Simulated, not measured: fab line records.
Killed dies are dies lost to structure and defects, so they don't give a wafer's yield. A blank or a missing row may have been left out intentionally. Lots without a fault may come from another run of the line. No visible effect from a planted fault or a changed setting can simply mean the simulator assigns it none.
Split-lot experiment | flow n5_finfet | on a route of 1938 steps: 7 lots, 39 wafers read

## ON THE SPLIT
At N5_GATE_CUT_ETCH_58 (etches SiNx in CH3F/O2, target depth 17 nm, time 128.6 s), the setting bias_w was moved away from the recipe's 21 W on 9 of the 39 wafers read, by -11.6% to +15.3%. All remaining wafers had this setting at the recipe value.

The reading comes from the split's own step.

## THE READING
rf_vpp_V, in V, at N5_GATE_CUT_ETCH_58 (etches SiNx in CH3F/O2, target depth 17 nm, time 128.6 s). Typical for fault-free wafers on this fab line: 99.2 V, with standard deviation 0.86 V.

wafer  | tool, chamber at the split | bias_w as run, W | against the recipe | rf_vpp_V, V | against lot-mates on the recipe
L079.1 | rie_diel-05, 3             | 21               | recipe             | 98.4        | -
L079.2 | rie_diel-05, 1             | 21               | recipe             | 99.8        | -
L079.3 | rie_diel-05, 0             | 21               | recipe             | 99.3        | -
L079.4 | rie_diel-05, 1             | 21               | recipe             | 98.6        | -
L079.5 | rie_diel-05, 3             | 21               | recipe             | 98.6        | -
L079.6 | rie_diel-05, 0             | 21               | recipe             | 100.2       | -
L082.1 | rie_diel-04, 1             | 24.22            | +15.3%             | 107.2       | +7.6
L082.2 | rie_diel-04, 2             | 24.22            | +15.3%             | 109.4       | +9.8
L082.3 | rie_diel-04, 3             | 24.22            | +15.3%             | 109.2       | +9.6
L082.4 | rie_diel-04, 2             | 21               | recipe             | 99.5        | -
L082.5 | rie_diel-04, 1             | 21               | recipe             | 99.9        | -
L082.6 | rie_diel-04, 3             | 21               | recipe             | 99.3        | -
L085.1 | rie_diel-05, 3             | 18.57            | -11.6%             | 92.2        | -7.3
L085.2 | rie_diel-05, 0             | 21               | recipe             | 99.3        | -
L085.3 | rie_diel-05, 1             | 18.57            | -11.6%             | 92.8        | -6.7
L085.4 | rie_diel-05, 2             | 21               | recipe             | 99.9        | -
L085.5 | rie_diel-05, 3             | 21               | recipe             | 99.3        | -
L085.6 | rie_diel-05, 2             | 18.57            | -11.6%             | 91.1        | -8.4
L090.1 | rie_diel-02, 2             | 21               | recipe             | 98.3        | -
L090.3 | rie_diel-02, 0             | 21               | recipe             | 99.5        | -
L090.5 | rie_diel-02, 3             | 21               | recipe             | 100.3       | -
L092.1 | rie_diel-04, 2             | 21               | recipe             | 100.5       | -
L092.2 | rie_diel-04, 0             | 21               | recipe             | 99.6        | -
L092.3 | rie_diel-04, 1             | 21               | recipe             | 97.0        | -
L092.4 | rie_diel-04, 3             | 21               | recipe             | 99.3        | -
L092.5 | rie_diel-04, 1             | 21               | recipe             | 98.1        | -
L092.6 | rie_diel-04, 2             | 21               | recipe             | 98.3        | -
L093.1 | rie_diel-02, 1             | 21               | recipe             | 99.9        | -
L093.2 | rie_diel-02, 3             | 21               | recipe             | 99.2        | -
L093.3 | rie_diel-02, 2             | 21               | recipe             | 99.6        | -
L093.4 | rie_diel-02, 0             | 21               | recipe             | 99.6        | -
L093.5 | rie_diel-02, 1             | 21               | recipe             | 98.2        | -
L093.6 | rie_diel-02, 0             | 21               | recipe             | 98.8        | -
L094.1 | rie_diel-04, 3             | 21               | recipe             | 98.5        | -
L094.2 | rie_diel-04, 1             | 19.88            | -5.3%              | 94.3        | -5.0
L094.3 | rie_diel-04, 0             | 21               | recipe             | 99.2        | -
L094.4 | rie_diel-04, 2             | 19.88            | -5.3%              | 95.1        | -4.2
L094.5 | rie_diel-04, 1             | 19.88            | -5.3%              | 94.3        | -5.0
L094.6 | rie_diel-04, 0             | 21               | recipe             | 100.3       | -

FIT RESULTS
A straight line over all 39 wafers: rf_vpp_V changes by +0.633 V for each +1% of bias_w; r = +0.97; the points scatter about the line by 0.87 V.
The same after taking each lot's own level away (the mean of its wafers on the recipe; 39 wafers): +0.629 V for each +1%; r = +0.97; scatter 0.86 V.
That fit puts the effect of the largest move of bias_w on the reading at 9.6 V.
From 98.80 to 99.57 V: that is the span of the lots' own levels, equal to 0.9 times the standard deviation above.
The two slopes are in agreement: the lot-to-lot level therefore moves the slope only a little.
Check: with one of the wafers moved furthest among these (+15.3%) left out of the fit, the line predicts +10 V for it against its lot-mates. Against them it came out at +7.63 V.
Tool readings at the split's step, against how far the setting was moved: rf_vpp_V r = +0.97.

## FURTHER SPLITS ON THESE WAFERS
Other splits were also applied to these wafers ahead of the reading. Each is held against what the fit with the lots' levels taken away leaves over:
other split on the same wafers  | wafers away from the commonest value | r with rf_vpp_V (lot level and that fit taken away)
N5_DUMMY_GATE_EXPOSE_12 dose_mj | 15                                   | -0.06
N5_DUMMY_GATE_ETCH_37 source_w  | 15                                   | -0.10
N5_SPACER0_ALD_00 ald_cycles    | 18                                   | +0.08
N5_SD_EPI_P_EPI_21 temp_c       | 12                                   | +0.11
N5_HKMG_FIN_ETCH_35 source_w    | 18                                   | +0.02

## THE FILE'S OWN FIT
rf_vpp_V changes by +0.629 V for each +1% of bias_w, r = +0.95.
